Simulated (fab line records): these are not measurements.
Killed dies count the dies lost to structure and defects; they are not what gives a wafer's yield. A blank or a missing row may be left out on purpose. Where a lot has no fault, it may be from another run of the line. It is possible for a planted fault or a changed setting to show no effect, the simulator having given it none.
Matching of chambers	flow n5_finfet	N5_FIN_SAQP_MANDREL_ETCH_58 on rie_si-02: 4 sister chambers
The step etches a-Si in HBr/Cl2, stops on SiNx, target depth 45 nm, bt time 10 s, time 27 s. 14 wafers are shown with their chamber, then 7 later ones without.

## WAFERS WITH THEIR CHAMBER
wafer	chamber	throttle_valve_pct (%)	drypump_motor_current_A (A)	oes_product_au (a.u.)
L417.1	2	35.76	6.0	0.705
L417.5	3	35.45	5.5	0.692
L418.4	0	35.24	6.2	0.703
L418.5	0	35.23	6.2	0.694
L418.6	3	35.46	5.6	0.684
L420.1	1	35.92	6.3	0.687
L420.2	3	35.48	5.6	0.681
L420.4	0	35.22	6.2	0.702
L425.3	2	35.73	6.0	0.709
L432.1	1	35.90	6.4	0.680
L432.4	3	35.47	5.5	0.676
L432.5	2	35.76	6.0	0.713
L437.1	3	35.49	5.6	0.677
L437.5	0	35.23	6.2	0.689

SIGNATURES (averages over the wafers above)
reading	chamber 0	chamber 1	chamber 2	chamber 3	scatter within a chamber
throttle_valve_pct	35.2300	35.9100	35.7500	35.4700	0.0141
drypump_motor_current_A	6.200	6.350	6.000	5.560	0.0412
oes_product_au	0.69700	0.68350	0.70900	0.68200	0.00597
Rule: for each reading, subtract the chamber's mean from the wafer's reading, divide by that reading's scatter and square the result; add these up over the readings and take the root, which gives the wafer's distance from the chamber. The wafer belongs to the nearest chamber; if the next one is less than 2 further off, it can't be placed. How the scatter is found: for the shown wafers, subtract from each reading the mean of its chamber, square and add these, divide the total by (wafers less chambers), then take the root.

## WAFERS WITHOUT THEIR CHAMBER
wafer	throttle_valve_pct (%)	drypump_motor_current_A (A)	oes_product_au (a.u.)
L437.6	35.88	6.4	0.705
L438.2	35.48	5.6	0.679
L438.3	35.90	6.3	0.692
L438.4	35.22	6.2	0.687
L440.3	35.75	6.0	0.712
L440.5	35.73	6.0	0.719
L440.6	35.46	5.6	0.687

## WHICH CHAMBER EACH WENT THROUGH
wafer	from the rows above	in truth
L437.6	1	1
L438.2	3	3
L438.3	1	1
L438.4	0	0
L440.3	2	2
L440.5	2	2
L440.6	3	3
Correct placement for 7 of the 7. Number that these rows cannot place: 0. Wrongly placed: 0.
